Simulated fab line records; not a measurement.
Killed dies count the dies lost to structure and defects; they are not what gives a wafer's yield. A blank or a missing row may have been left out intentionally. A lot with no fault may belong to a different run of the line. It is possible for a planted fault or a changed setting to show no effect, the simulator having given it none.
Split-lot trial + flow n5 finfet + 21 wafers read from 7 lots, route of 1938 steps

== THE SPLIT ==
At N5_BEOL_M12_CMP_49 (polishes, stops on SiOC, t overpolish 20.6 s, target thk 320 nm), the setting down force psi was moved away from the recipe's 1 psi on 7 of the 21 wafers read, by -20.0% to +16.7%. All remaining wafers had this setting at the recipe value.

The split's own step is where the reading is taken.

== THE READING ==
barrier field endpoint s, in s, at N5_BEOL_M12_CMP_49 (polishes, stops on SiOC, t overpolish 20.6 s, target thk 320 nm). Fault-free wafers of this fab line usually give 30.3 s, standard deviation 0.72 s.

| wafer  | tool, chamber at the split | down force psi as run, psi | against the recipe | barrier field endpoint s, s | against lot-mates on the recipe |
|--------|----------------------------|----------------------------|--------------------|-----------------------------|---------------------------------|
| L079.2 | cmp-03, 0                  | 1                          | recipe             | 29.5                        | -                               |
| L079.6 | cmp-03, 0                  | 1.161                      | +16.1%             | 25.9                        | -4.1                            |
| L079.5 | cmp-03, 1                  | 1                          | recipe             | 30.5                        | -                               |
| L078.3 | cmp-02, 0                  | 1                          | recipe             | 30.0                        | -                               |
| L078.1 | cmp-02, 1                  | 1                          | recipe             | 30.9                        | -                               |
| L078.5 | cmp-02, 3                  | 1                          | recipe             | 30.8                        | -                               |
| L083.2 | cmp-03, 0                  | 1                          | recipe             | 29.4                        | -                               |
| L083.1 | cmp-03, 1                  | 1.167                      | +16.7%             | 26.1                        | -3.3                            |
| L083.4 | cmp-03, 3                  | 1.167                      | +16.7%             | 25.2                        | -4.2                            |
| L081.4 | cmp-04, 0                  | 1                          | recipe             | 29.4                        | -                               |
| L081.3 | cmp-04, 1                  | 1                          | recipe             | 31.0                        | -                               |
| L081.6 | cmp-04, 3                  | 1                          | recipe             | 29.6                        | -                               |
| L086.2 | cmp-04, 3                  | 1.166                      | +16.6%             | 25.8                        | -5.1                            |
| L086.4 | cmp-04, 2                  | 1                          | recipe             | 30.9                        | -                               |
| L086.6 | cmp-04, 0                  | 1.166                      | +16.6%             | 25.8                        | -5.1                            |
| L089.2 | cmp-03, 2                  | 1                          | recipe             | 32.6                        | -                               |
| L089.4 | cmp-03, 0                  | 1                          | recipe             | 31.9                        | -                               |
| L089.5 | cmp-03, 3                  | 1                          | recipe             | 30.8                        | -                               |
| L091.1 | cmp-04, 3                  | 0.7998                     | -20.0%             | 37.1                        | +7.1                            |
| L091.2 | cmp-04, 0                  | 1                          | recipe             | 30.0                        | -                               |
| L091.4 | cmp-04, 1                  | 0.7998                     | -20.0%             | 37.1                        | +7.1                            |

THE FIT
A straight line over all 21 wafers: barrier field endpoint s changes by -0.305 s for each +1% of down force psi; r = -0.97; the points scatter about the line by 0.82 s.
The same after taking each lot's own level away (the mean of its wafers on the recipe; 21 wafers): -0.302 s for each +1%; r = -0.98; scatter 0.7 s.
On that fit, the largest move of down force psi shifts the reading by 6 s.
Across the lots, their own levels run from 29.40 to 31.77 s, a range of 3.3 times the standard deviation given above.
Consequently the slope shifts little with the lot-to-lot level, the two slopes agreeing.
Check: with one of the wafers moved furthest among these (-20.0%) left out of the fit, the line predicts +5.99 s for it against its lot-mates. Against them it came out at +7.1 s.
Tool readings at the split's step, against how far the setting was moved: barrier field endpoint s r = -0.97.

== OTHER SPLITS APPLIED TO THESE WAFERS ==
These wafers also went through other splits before the reading. Each is held against what the fit with the lots' levels taken away leaves over:
| other split on the same wafers   | wafers away from the commonest value | r with barrier field endpoint s (lot level and that fit taken away) |
|----------------------------------|--------------------------------------|---------------------------------------------------------------------|
| N5_BEOL_M8_TRENCH_ETCH_37 time s | 6                                    | +0.02                                                               |
| N5_BEOL_M9_COAT_60 spin rpm      | 5                                    | -0.09                                                               |
| N5_BEOL_M9_ETCH_62 time s        | 9                                    | -0.38                                                               |
| N5_BEOL_M10_COAT_64 spin rpm     | 5                                    | -0.23                                                               |
| N5_BEOL_M10_COAT_22 spin rpm     | 8                                    | -0.51                                                               |
| N5_BEOL_M10_ETCH_41 source w     | 11                                   | +0.24                                                               |

== THE FILE'S OWN FIT ==
barrier field endpoint s changes by -0.292 s for each +1% of down force psi, r = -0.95.
